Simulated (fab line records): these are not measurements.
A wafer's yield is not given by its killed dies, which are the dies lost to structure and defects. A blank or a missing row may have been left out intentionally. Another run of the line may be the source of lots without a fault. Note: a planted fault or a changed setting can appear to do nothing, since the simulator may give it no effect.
Which tool was responsible? || flow nand_harc || 7 lots with 21 wafers sampled at 4 steps, on a route of 1302 steps

== WHAT THE GAUGES READ, wafer by wafer ==
NHARC_A_M0_CD_MEAS_16.
{"lot": "L626", "measured": "day 23 08:58", "on": "cd_sem-01", "cd_nm (nm)": "80.6 80.4 80.8"}
{"lot": "L637", "measured": "day 27 19:48", "on": "cd_sem-01", "cd_nm (nm)": "- - -"}
{"lot": "L642", "measured": "day 28 19:22", "on": "cd_sem-02", "cd_nm (nm)": "81.4 81.4 80.7"}
{"lot": "L640", "measured": "day 29 14:19", "on": "cd_sem-03", "cd_nm (nm)": "80.3 79.9 80.7"}
{"lot": "L644", "measured": "day 31 02:46", "on": "cd_sem-03", "cd_nm (nm)": "80.6 79.7 78.8"}
{"lot": "L647", "measured": "day 31 16:37", "on": "cd_sem-02", "cd_nm (nm)": "79.0 78.9 79.9"}
{"lot": "L648", "measured": "day 31 21:20", "on": "cd_sem-01", "cd_nm (nm)": "79.5 78.8 78.5"}

== TOOL THAT RAN EACH LOT (tool first, then ch and the chambers of the sampled wafers, then the start) ==
{"lot": "L626", "NHARC_A_BLC_CVD_24": "cvd_w-02 ch 0,1, day 23 07:19 or earlier", "NHARC_A_BLC_CMP_25": "cmp-02 ch 0,1,2, day 23 07:19", "NHARC_A_M0_EXPOSE_06": "arfi_scanner-01 ch 0, day 23 08:21"}
{"lot": "L637", "NHARC_A_BLC_CVD_24": "cvd_w-01 ch 0,1, day 27 15:17 or earlier", "NHARC_A_BLC_CMP_25": "cmp-04 ch 0,1,2, day 27 15:17", "NHARC_A_M0_EXPOSE_06": "arfi_scanner-02, day 27 16:26"}
{"lot": "L642", "NHARC_A_BLC_CVD_24": "cvd_w-02 ch 0, day 28 17:33 or earlier", "NHARC_A_BLC_CMP_25": "cmp-04 ch 0,1,2, day 28 17:33", "NHARC_A_M0_EXPOSE_06": "arfi_scanner-03 ch 0, day 28 18:44"}
{"lot": "L640", "NHARC_A_BLC_CVD_24": "cvd_w-01 ch 0,1, day 29 12:40 or earlier", "NHARC_A_BLC_CMP_25": "cmp-02 ch 1,2,3, day 29 12:40", "NHARC_A_M0_EXPOSE_06": "arfi_scanner-01 ch 0, day 29 13:41"}
{"lot": "L644", "NHARC_A_BLC_CVD_24": "cvd_w-02 ch 0,1, day 31 00:54 or earlier", "NHARC_A_BLC_CMP_25": "cmp-04 ch 0,2,3, day 31 00:54", "NHARC_A_M0_EXPOSE_06": "arfi_scanner-02 ch 0, day 31 02:08"}
{"lot": "L647", "NHARC_A_BLC_CVD_24": "cvd_w-02 ch 0, day 31 14:41 or earlier", "NHARC_A_BLC_CMP_25": "cmp-03 ch 0,2,3, day 31 14:41", "NHARC_A_M0_EXPOSE_06": "arfi_scanner-01 ch 0, day 31 15:59"}
{"lot": "L648", "NHARC_A_BLC_CVD_24": "cvd_w-02 ch 0,1, day 31 19:42 or earlier", "NHARC_A_BLC_CMP_25": "cmp-02 ch 0,2, day 31 19:42", "NHARC_A_M0_EXPOSE_06": "arfi_scanner-03 ch 0, day 31 20:43"}
- NHARC_A_BLC_CVD_24: deposits W, target thk 150 nm, time 434 s.
- NHARC_A_BLC_CMP_25: polishes, t overpolish 30 s, target thk 150 nm.
- NHARC_A_M0_EXPOSE_06: exposes mask A M0, target cd 80 nm.

== THE ANSWER, worked out from the rows above alone ==
Rule: the lots themselves supply what counts as usual. Put in order of their means at a reading, lots are off if they are a third of the lots or fewer, leave a main group of 4 or more, and stand apart from it by a gap of 3 or more times the standard deviation of the main group's means; of several such gaps the widest counts. A main group is skipped when, at the precision printed for the reading in the tables above, its means are all equal. A lot without any number at a reading at which 4 lots or more have one is off too. Any other lot the step has rows for is counted as sound.
Off: L637 (NHARC_A_M0_CD_MEAS_16, cd_nm). Without a number there: L637. Main group: mean 80.0 nm, sd 0.77.
A tool fits if, at a process step before that reading, it ran every lot that is off, and no sound lot after the first of them. The gauges at NHARC_A_M0_CD_MEAS_16 are tried like those tools. Because NHARC_A_BLC_CVD_24 lacks a start for some lots, the hours and order of its lots are taken from NHARC_A_BLC_CMP_25. No candidate that was tried fits.

== WHAT THE SIMULATOR PUT IN ==
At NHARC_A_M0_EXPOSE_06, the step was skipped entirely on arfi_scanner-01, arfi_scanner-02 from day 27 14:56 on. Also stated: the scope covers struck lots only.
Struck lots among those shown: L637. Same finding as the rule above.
